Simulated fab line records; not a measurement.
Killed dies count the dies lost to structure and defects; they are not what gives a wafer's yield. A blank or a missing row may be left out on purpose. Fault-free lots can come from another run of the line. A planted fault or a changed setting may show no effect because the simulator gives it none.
Matching of chambers    flow nand_harc    4 sister chambers for NHARC_A_CHANNEL_FILL_D1_ALD_14 on ald_hk-02
The step deposits SiO2, target thk 2.5 nm, pulse time 10 s, ald cycles 25. 18 wafers are shown with their chamber, then 9 later ones without.

== WAFERS PAIRED WITH THEIR CHAMBERS ==
wafer   chamber  heater_power_w (W)  precursor_pulse_height_rel
L075.1  2        532                 0.976
L075.3  1        593                 1.019
L075.4  0        385                 0.987
L076.1  0        381                 0.985
L076.3  3        500                 1.008
L076.5  0        391                 1.013
L079.3  3        526                 1.026
L079.5  1        593                 1.031
L079.6  2        541                 1.008
L081.3  1        594                 0.995
L081.4  3        509                 0.997
L081.5  0        384                 1.018
L084.3  0        379                 0.971
L084.4  1        591                 0.998
L084.6  0        386                 0.998
L091.2  2        532                 0.996
L091.3  3        492                 1.006
L091.5  0        382                 0.986

SIGNATURES (means of the wafers above)
reading                     chamber 0  chamber 1  chamber 2  chamber 3  scatter within a chamber
heater_power_w              384.00     592.75     535.00     506.75     7.51
precursor_pulse_height_rel  0.99400    1.01075    0.99333    1.00925    0.0159
Rule: a wafer lies at a distance from a chamber equal to the root of the sum of squares, over the readings, of (its reading less the chamber's mean, divided by the reading's scatter). If the next closest chamber is less than 2 further off than the closest, the wafer can't be placed; otherwise it belongs to the closest. The scatter is the square root of a quotient: the sum, over the shown wafers, of each reading's squared deviation from its chamber's mean, divided by wafers minus chambers.

== WAFERS WHOSE CHAMBER IS MISSING ==
wafer   heater_power_w (W)  precursor_pulse_height_rel
L093.1  522                 1.003
L093.5  507                 1.005
L093.6  393                 1.033
L095.3  600                 1.025
L095.5  499                 1.010
L095.6  522                 1.019
L097.2  516                 0.977
L097.3  390                 0.978
L097.5  494                 0.963

== THE CHAMBER EACH PASSED THROUGH ==
wafer   from the rows above      in truth
L093.1  can't be placed: 2 or 3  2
L093.5  3                        3
L093.6  0                        0
L095.3  1                        1
L095.5  3                        3
L095.6  can't be placed: 3 or 2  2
L097.2  can't be placed: 3 or 2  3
L097.3  0                        0
L097.5  3                        3
Correctly placed: 6 of 9. These rows do not allow placing 3 (true chamber among the candidates in 3). 0 placed wrongly.
